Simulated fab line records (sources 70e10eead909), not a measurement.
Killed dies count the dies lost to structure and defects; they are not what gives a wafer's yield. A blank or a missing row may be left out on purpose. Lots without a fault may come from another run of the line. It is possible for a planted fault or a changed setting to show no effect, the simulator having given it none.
A struck lot beside a sound one | flow nandHarc | 25 steps out of a route of 1302
Sound: wafers L109.1, L109.5, L109.6. Wafers L118.2, L118.5 were the ones struck. The cause is given at the end.
Per side, at each step with rows, come the tool, then ch with its chambers, and then its first start. Under that, the readings that differ: sound wafers | struck wafers | difference of the means | sigmas: that difference in standard deviations of wafers without a fault.
alike: readings with means less than 2 such deviations apart, plus words and numbers identical on both sides. not compared: withheld readings, readings lacking a value on some wafer, bounds such as >300 that could conceal the same value, and numbers that have no deviation in the record and whose values overlap.
A row with sigmas, a row that says differs or no value, or rows on one side alone: a step with any of these is where the two part. Numbers that have no deviation but don't overlap get no sigmas and don't part them. A reading that every wafer of one side lacks parts them only if that side has two wafers or more.

first, 6 steps without rows for these wafers: NHARC_A_SLIT_COAT_03 (resist thk 90 nm); NHARC_A_SLIT_SOFTBAKE_04 (time 55 s); NHARC_A_SLIT_EBR_05; NHARC_A_SLIT_EXPOSE_06 (exposes mask SLIT); NHARC_A_SLIT_PEB_07 (peb time 65 s); NHARC_A_SLIT_DEVELOP_08 (develop time 35 s).
NHARC_A_SLIT_CD_MEAS_09: the cd target is 300 nm.
  sound on cdSem-01 ch 0, day 21 16:40; struck on cdSem-01 ch 0, day 25 12:06
  alike: cdNm
NHARC_A_SLIT_OVL_MEAS_10:
  sound on overlay-01, day 21 16:45; struck on overlay-01, day 25 12:11
  alike: overlayXNm, overlayYNm
NHARC_A_SLIT_INSPECT_11:
  sound on defectInspect-02, day 21 16:47; struck on defectInspect-02, day 25 12:13
reading        | sound       | struck | difference | sigmas
rawDefectCount | 109 105 117 | 14 18  | -94        | -3
NHARC_A_SLIT_DESCUM_14: chemistry O2, time 3 s.
  sound on rieDiel-09 ch 2,3, day 21 16:51; struck on rieDiel-08 ch 1,3, day 25 12:19
  alike: drypumpMotorCurrentA, oesProductAu, rfVppV, showerheadPlenumPTorr, throttleValvePct
  not compared: rfHoursCounterH
NHARC_A_SLIT_ETCH_24: etches the open film in CF4/CHF3, target depth 121 nm, time 60.5 s.
  sound on rieDiel-09 ch 0,2,3, day 21 16:57; struck on rieDiel-08 ch 3, day 25 12:22
  alike: drypumpMotorCurrentA, oesProductAu, rfVppV, showerheadPlenumPTorr, throttleValvePct
  not compared: rfHoursCounterH
NHARC_A_SLIT_ETCH_15: etches the open film in O2/COS, target depth 6200 nm, time 1612 s.
  sound on rieDiel-09 ch 0,2,3; struck on rieDiel-08 ch 2
  alike: drypumpMotorCurrentA, oesProductAu, rfVppV, showerheadPlenumPTorr, throttleValvePct
  not compared: rfHoursCounterH
NHARC_A_SLIT_ETCH_17: etches the open film in C4F8/O2/Ar, time 4254.5 s, target depth 20300 nm.
  sound on harEtch-01 ch 0,1, day 21 18:21; struck on harEtch-01 ch 1, day 25 14:09
  alike: drypumpMotorCurrentA, showerheadPlenumPTorr, throttleValvePct
  not compared: rfHoursCounterH
NHARC_A_SLIT_ETCH_26: etches the open film in C4F8/O2/Ar, time 90 s, target depth 400 nm.
  sound on harEtch-01 ch 0,1, day 21 21:53; struck on harEtch-01 ch 1, day 25 17:10
  alike: biasV, drypumpMotorCurrentA, showerheadPlenumPTorr, throttleValvePct
  not compared: rfHoursCounterH
then, 2 steps without rows for these wafers: NHARC_A_SLIT_STRIP_28 (strips in O2/COS); NHARC_A_SLIT_ETCH_29 (etches the open film in CF4/O2, target depth 100 nm, overetch 10 nm, time 55 s).
NHARC_A_SLIT_STRIP_18: strips in O2.
  sound on rieDiel-10 ch 0,2,3; struck on rieDiel-09 ch 0,2
  alike: drypumpMotorCurrentA, oesProductAu, rfVppV, showerheadPlenumPTorr, throttleValvePct
  not compared: rfHoursCounterH
then, 2 steps without rows for these wafers: NHARC_A_SLIT_PRECLEAN_19 (cleans in SC1); NHARC_A_SLIT_SRD_20.
NHARC_A_SLIT_CD_MEAS_21:
  sound on cdSem-03, day 21 23:18; struck on cdSem-03, day 25 18:34
  alike: cdNm
then, 3 steps without rows for these wafers: NHARC_A_SIN_REMOVE_WET_00 (chemistry H3PO4, time 15300 s); NHARC_A_SIN_REMOVE_PRECLEAN_01 (cleans in SC1); NHARC_A_SIN_REMOVE_SRD_02.
NHARC_A_SIN_REMOVE_INSPECT_04:
  sound on defectInspect-01, day 22 05:58; struck on defectInspect-01, day 26 01:18
reading        | sound       | struck  | difference | sigmas
rawDefectCount | 356 343 411 | 861 794 | +458       | +5
  not compared: hold
-- jump in the record: it breaks off in module A_SIN_REMOVE and resumes in module END (first step shown: number 1302 of the route), and 5 days separate the struck wafers' starts before and after --
NHARC_END_SORT_01:
  at this point the record logs the struck wafers (prober-02 ch 0, day 30 22:34) and has no rows for the sound ones

## WHERE THEY PART
First at NHARC_A_SLIT_INSPECT_11; last, within this record, at NHARC_END_SORT_01.

WHY: what had been put in by the simulator
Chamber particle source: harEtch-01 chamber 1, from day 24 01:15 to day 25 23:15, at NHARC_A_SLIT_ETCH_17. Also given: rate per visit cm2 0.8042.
